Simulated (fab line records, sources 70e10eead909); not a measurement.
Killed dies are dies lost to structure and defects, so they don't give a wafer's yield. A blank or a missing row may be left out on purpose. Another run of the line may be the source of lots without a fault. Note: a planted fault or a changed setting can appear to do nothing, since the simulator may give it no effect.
fab line records || flow nandHarc
[record] {"lots": 7, "wafers": 20, "lastDay": 32}
route steps=1302 shown THIN_TSV@1278
lots that met no fault: taken from a fault-free run of the same line
startH: hours from the record's first day to the start of the lot's first wafer shown || waitH: hours elapsed since this lot's preceding step || " unchanged from the row above || L1.1+2: one row covering several wafers at once || - value missing, or start not given || * or withheld: withheld || < > ~ a bound
route shown NAME@n: NAME is a module with steps in the file, n the number in the route of the first one || usual: mean/standard deviation taken from wafers without a fault || same: alike in all rows || chamber/n: place in a boat || sites: each site's reading || _std_site: the values' standard deviation || _edge_site: the outer-site mean with the inner-site mean subtracted || radiusMm: how far each site lies from the wafer's centre || mask NAME#n: copy n || behind: the most recent tool/chamber to have shaped the wafer || hold: the reason the lot was held/the length of the hold in hours/how it ended || device: names the non-switching transistor (n, p or np) || end of line: tests of these same wafers at the route's end || step lacking rows: just its recipe || killed: at the first sort, the dies lost to defects and structure; wafer yield is something else || map: per-die view of a wafer (x killed, . not killed, _ where there is no die)
set.NAME: the setting that was run; set.NAME@STEP: the one run at that earlier step || model.NAME: the simulator's own value behind a step, which no gauge read
lots at selected steps of the route; one table per step, one row per wafer
services: a tool's chamber out of use, with start hour (startH, from the record's first day; less than 0 if before it), hours out, and reason
[[steps]]
[step NHARC_THIN_TSV_SRD_23]
[step NHARC_THIN_TSV_DEGAS_53]
[recipe] {"tempC": 300, "timeS": 60}
[usual] {"heaterPowerW": "456/49"}
{"lot.wafer": "L221.3", "tool": "pvdSputter-03", "chamber": "-", "startH": 577.46, "waitH": 0.1, "heaterPowerW": 434}
{"lot.wafer": "L221.2", "tool": "pvdSputter-03", "chamber": "-", "startH": 577.46, "waitH": 0.1, "heaterPowerW": 462}
{"lot.wafer": "L221.5", "tool": "pvdSputter-03", "chamber": "-", "startH": 577.46, "waitH": 0.1, "heaterPowerW": 553}
{"lot.wafer": "L226.2", "tool": "pvdSputter-01", "chamber": "-", "startH": 635.17, "waitH": 0.1, "heaterPowerW": 474}
{"lot.wafer": "L226.3", "tool": "pvdSputter-01", "chamber": "-", "startH": 635.17, "waitH": 0.1, "heaterPowerW": 434}
{"lot.wafer": "L225.2", "tool": "pvdSputter-02", "chamber": "-", "startH": 636.46, "waitH": 0.1, "heaterPowerW": 465}
{"lot.wafer": "L225.1", "tool": "pvdSputter-02", "chamber": "-", "startH": 636.46, "waitH": 0.1, "heaterPowerW": 423}
{"lot.wafer": "L225.5", "tool": "pvdSputter-02", "chamber": "-", "startH": 636.46, "waitH": 0.1, "heaterPowerW": 355}
{"lot.wafer": "L227.3", "tool": "pvdSputter-01", "chamber": "-", "startH": 640.23, "waitH": 0.1, "heaterPowerW": 465}
{"lot.wafer": "L227.4", "tool": "pvdSputter-01", "chamber": "-", "startH": 640.23, "waitH": 0.1, "heaterPowerW": 442}
{"lot.wafer": "L227.6", "tool": "pvdSputter-01", "chamber": "-", "startH": 640.23, "waitH": 0.1, "heaterPowerW": 467}
{"lot.wafer": "L232.1", "tool": "pvdSputter-01", "chamber": "-", "startH": 699.64, "waitH": 0.1, "heaterPowerW": 439}
{"lot.wafer": "L232.3", "tool": "pvdSputter-01", "chamber": "-", "startH": 699.64, "waitH": 0.1, "heaterPowerW": 441}
{"lot.wafer": "L232.6", "tool": "pvdSputter-01", "chamber": "-", "startH": 699.64, "waitH": 0.1, "heaterPowerW": 450}
{"lot.wafer": "L235.4", "tool": "pvdSputter-02", "chamber": "-", "startH": 705.14, "waitH": 0.1, "heaterPowerW": 460}
{"lot.wafer": "L235.2", "tool": "pvdSputter-02", "chamber": "-", "startH": 705.14, "waitH": 0.1, "heaterPowerW": 443}
{"lot.wafer": "L235.5", "tool": "pvdSputter-02", "chamber": "-", "startH": 705.14, "waitH": 0.1, "heaterPowerW": 438}
{"lot.wafer": "L239.3", "tool": "pvdSputter-03", "chamber": "-", "startH": 751.48, "waitH": 0.1, "heaterPowerW": 449}
{"lot.wafer": "L239.5", "tool": "pvdSputter-03", "chamber": "-", "startH": 751.48, "waitH": 0.1, "heaterPowerW": 505}
{"lot.wafer": "L239.6", "tool": "pvdSputter-03", "chamber": "-", "startH": 751.48, "waitH": 0.1, "heaterPowerW": 430}
[step NHARC_THIN_TSV_PRE_CLEAN_54]
[recipe] {"timeS": 30, "tempC": 280, "gas": "H2/He"}
[usual] {"heaterPowerW": "402/44"}
{"lot.wafer": "L221.3", "tool": "pvdSputter-03", "chamber": "-", "startH": 577.52, "waitH": 0.1, "heaterPowerW": 411}
{"lot.wafer": "L221.2", "tool": "pvdSputter-03", "chamber": "-", "startH": 577.52, "waitH": 0.1, "heaterPowerW": 395}
{"lot.wafer": "L221.5", "tool": "pvdSputter-03", "chamber": "-", "startH": 577.52, "waitH": 0.1, "heaterPowerW": 407}
{"lot.wafer": "L226.3", "tool": "pvdSputter-01", "chamber": "-", "startH": 635.24, "waitH": 0.1, "heaterPowerW": 406}
{"lot.wafer": "L226.2", "tool": "pvdSputter-01", "chamber": "-", "startH": 635.24, "waitH": 0.1, "heaterPowerW": 395}
{"lot.wafer": "L225.1", "tool": "pvdSputter-02", "chamber": "-", "startH": 636.51, "waitH": 0.0, "heaterPowerW": 374}
{"lot.wafer": "L225.2", "tool": "pvdSputter-02", "chamber": "-", "startH": 636.51, "waitH": 0.0, "heaterPowerW": 519}
{"lot.wafer": "L225.5", "tool": "pvdSputter-02", "chamber": "-", "startH": 636.51, "waitH": 0.0, "heaterPowerW": 369}
{"lot.wafer": "L227.4", "tool": "pvdSputter-01", "chamber": "-", "startH": 640.32, "waitH": 0.1, "heaterPowerW": 409}
{"lot.wafer": "L227.3", "tool": "pvdSputter-01", "chamber": "-", "startH": 640.32, "waitH": 0.1, "heaterPowerW": 399}
{"lot.wafer": "L227.6", "tool": "pvdSputter-01", "chamber": "-", "startH": 640.32, "waitH": 0.1, "heaterPowerW": 383}
{"lot.wafer": "L232.1", "tool": "pvdSputter-01", "chamber": "-", "startH": 699.72, "waitH": 0.1, "heaterPowerW": 407}
{"lot.wafer": "L232.3", "tool": "pvdSputter-01", "chamber": "-", "startH": 699.72, "waitH": 0.1, "heaterPowerW": 388}
{"lot.wafer": "L232.6", "tool": "pvdSputter-01", "chamber": "-", "startH": 699.72, "waitH": 0.1, "heaterPowerW": 407}
{"lot.wafer": "L235.4", "tool": "pvdSputter-02", "chamber": "-", "startH": 705.23, "waitH": 0.1, "heaterPowerW": 389}
{"lot.wafer": "L235.2", "tool": "pvdSputter-02", "chamber": "-", "startH": 705.23, "waitH": 0.1, "heaterPowerW": 506}
{"lot.wafer": "L235.5", "tool": "pvdSputter-02", "chamber": "-", "startH": 705.23, "waitH": 0.1, "heaterPowerW": 375}
{"lot.wafer": "L239.3", "tool": "pvdSputter-03", "chamber": "-", "startH": 751.56, "waitH": 0.1, "heaterPowerW": 388}
{"lot.wafer": "L239.5", "tool": "pvdSputter-03", "chamber": "-", "startH": 751.56, "waitH": 0.1, "heaterPowerW": 404}
{"lot.wafer": "L239.6", "tool": "pvdSputter-03", "chamber": "-", "startH": 751.56, "waitH": 0.1, "heaterPowerW": 458}
[step NHARC_THIN_TSV_PVD_55]
[recipe] {"targetThkA": 500, "material": "TiN"}
[step NHARC_THIN_TSV_PVD_24]
[recipe] {"targetThkA": 8000, "powerW": "withheld", "chamberPressurePa": "withheld", "substrateTempC": "withheld", "timeS": "withheld", "gas": "Ar", "material": "Al"}
[step NHARC_THIN_TSV_DEHYDRATE_25]
[recipe] {"tempC": 150, "timeS": 120}
[step NHARC_THIN_TSV_HMDS_26]
[recipe] {"timeS": 30}
[step NHARC_THIN_TSV_COAT_27]
[recipe] {"spinRpm": "*"}
[step NHARC_THIN_TSV_SOFTBAKE_28]
[recipe] {"tempC": 122, "timeS": 95}
[step NHARC_THIN_TSV_EBR_29]
[step NHARC_THIN_TSV_EXPOSE_30]
[recipe] {"na": 0.55, "doseMj": 11.47, "maskId": "PAD"}
[step NHARC_THIN_TSV_PEB_31]
[recipe] {"pebTempC": 118, "pebTimeS": 85}
[usual] {"chillPlateTempC": "23.01/0.091", "exhaustPa": "45.1/0.81"}
{"lot.wafer": "L221.2", "tool": "lithoTrack-07", "chamber": 0, "startH": 578.38, "waitH": 0.1, "chillPlateTempC": 23.05, "exhaustPa": 46.0}
{"lot.wafer": "L221.3", "tool": "lithoTrack-07", "chamber": 0, "startH": 578.38, "waitH": 0.1, "chillPlateTempC": 23.13, "exhaustPa": 44.9}
{"lot.wafer": "L221.5", "tool": "lithoTrack-07", "chamber": 0, "startH": 578.38, "waitH": 0.1, "chillPlateTempC": 22.85, "exhaustPa": 44.8}
{"lot.wafer": "L226.2", "tool": "lithoTrack-03", "chamber": "-", "startH": 636.10, "waitH": 0.1, "chillPlateTempC": "-", "exhaustPa": "-"}
{"lot.wafer": "L226.3", "tool": "lithoTrack-03", "chamber": "-", "startH": 636.10, "waitH": 0.1, "chillPlateTempC": "-", "exhaustPa": "-"}
{"lot.wafer": "L225.1", "tool": "lithoTrack-02", "chamber": "-", "startH": 637.36, "waitH": 0.1, "chillPlateTempC": "-", "exhaustPa": "-"}
{"lot.wafer": "L225.2", "tool": "lithoTrack-02", "chamber": "-", "startH": 637.36, "waitH": 0.1, "chillPlateTempC": "-", "exhaustPa": "-"}
{"lot.wafer": "L225.5", "tool": "lithoTrack-02", "chamber": "-", "startH": 637.36, "waitH": 0.1, "chillPlateTempC": "-", "exhaustPa": "-"}
{"lot.wafer": "L227.3", "tool": "lithoTrack-03", "chamber": "-", "startH": 641.28, "waitH": 0.1, "chillPlateTempC": "-", "exhaustPa": "-"}
{"lot.wafer": "L227.4", "tool": "lithoTrack-03", "chamber": "-", "startH": 641.28, "waitH": 0.1, "chillPlateTempC": "-", "exhaustPa": "-"}
{"lot.wafer": "L227.6", "tool": "lithoTrack-03", "chamber": "-", "startH": 641.28, "waitH": 0.1, "chillPlateTempC": "-", "exhaustPa": "-"}
{"lot.wafer": "L232.1", "tool": "lithoTrack-02", "chamber": 0, "startH": 700.70, "waitH": 0.1, "chillPlateTempC": 22.90, "exhaustPa": 44.7}
{"lot.wafer": "L232.3", "tool": "lithoTrack-02", "chamber": 0, "startH": 700.70, "waitH": 0.1, "chillPlateTempC": 22.93, "exhaustPa": 44.8}
{"lot.wafer": "L232.6", "tool": "lithoTrack-02", "chamber": 0, "startH": 700.70, "waitH": 0.1, "chillPlateTempC": 22.88, "exhaustPa": 44.6}
{"lot.wafer": "L235.2", "tool": "lithoTrack-02", "chamber": 0, "startH": 706.19, "waitH": 0.1, "chillPlateTempC": 22.91, "exhaustPa": 45.2}
{"lot.wafer": "L235.4", "tool": "lithoTrack-02", "chamber": 0, "startH": 706.19, "waitH": 0.1, "chillPlateTempC": 22.95, "exhaustPa": 45.5}
{"lot.wafer": "L235.5", "tool": "lithoTrack-02", "chamber": 0, "startH": 706.19, "waitH": 0.1, "chillPlateTempC": 22.96, "exhaustPa": 44.4}
{"lot.wafer": "L239.3", "tool": "lithoTrack-03", "chamber": 0, "startH": 752.51, "waitH": 0.1, "chillPlateTempC": 23.09, "exhaustPa": 46.2}
{"lot.wafer": "L239.5", "tool": "lithoTrack-03", "chamber": 0, "startH": 752.51, "waitH": 0.1, "chillPlateTempC": 23.20, "exhaustPa": 45.3}
{"lot.wafer": "L239.6", "tool": "lithoTrack-03", "chamber": 0, "startH": 752.51, "waitH": 0.1, "chillPlateTempC": 23.28, "exhaustPa": 45.2}
[step NHARC_THIN_TSV_DEVELOP_32]
[recipe] {"timeS": 70}
[[services]]
{"tool": "lithoTrack-02", "chamber": "-", "startH": 577.00, "hours": 7.0, "kind": "pm"}
{"tool": "pvdSputter-01", "chamber": "-", "startH": 582.00, "hours": 10.0, "kind": "pm"}
{"tool": "lithoTrack-07", "chamber": "-", "startH": 601.00, "hours": 7.0, "kind": "pm"}
{"tool": "lithoTrack-03", "chamber": "-", "startH": 625.00, "hours": 7.0, "kind": "pm"}
{"tool": "pvdSputter-02", "chamber": "-", "startH": 641.51, "hours": 0.5, "kind": "repair"}
{"tool": "lithoTrack-07", "chamber": "-", "startH": 662.96, "hours": "-", "kind": "consumableReplace:filter"}
{"tool": "pvdSputter-03", "chamber": "-", "startH": 672.96, "hours": 2.1, "kind": "repair"}
{"tool": "pvdSputter-03", "chamber": "-", "startH": 678.46, "hours": 5.5, "kind": "repair"}
{"tool": "lithoTrack-07", "chamber": "-", "startH": 693.21, "hours": "-", "kind": "consumableReplace:filter"}
{"tool": "pvdSputter-02", "chamber": "-", "startH": 693.21, "hours": 11.4, "kind": "repair"}
{"tool": "pvdSputter-03", "chamber": "-", "startH": 704.09, "hours": 10.0, "kind": "pm"}
{"tool": "pvdSputter-02", "chamber": "-", "startH": 716.23, "hours": 5.9, "kind": "repair"}
{"tool": "lithoTrack-02", "chamber": "-", "startH": 752.00, "hours": 7.0, "kind": "pm"}
[[key]]
[firstSign] {"step": "NHARC_THIN_TSV_PEB_31", "reading": "toolRecord", "direction": "missing"}
effect none on later readings
metAt NHARC_THIN_TSV_PEB_31
struckWafers L225.1,L225.2,L225.5,L226.2,L226.3,L227.3,L227.4,L227.6
laterRowsLeftOut L225.1,L225.2,L225.5,L226.2,L226.3,L227.3,L227.4,L227.6
sortLeftOut L225.1,L225.2,L225.5,L226.2,L226.3,L227.3,L227.4,L227.6
[fault] {"kind": "skippedStepWhole", "tool": "lithoTrack-02,lithoTrack-03", "chamber": "-", "onsetH": 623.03, "steps": "NHARC_THIN_TSV_PEB_31", "scope": "struckLotsOnly"}
// sortLeftOut: the simulated sort isn't trusted on such a fault, so these wafers' sort isn't shown, and their yield isn't known
// laterRowsLeftOut: the simulator's readings of these wafers behind a module that went badly wrong aren't trusted and aren't shown, but for the sort
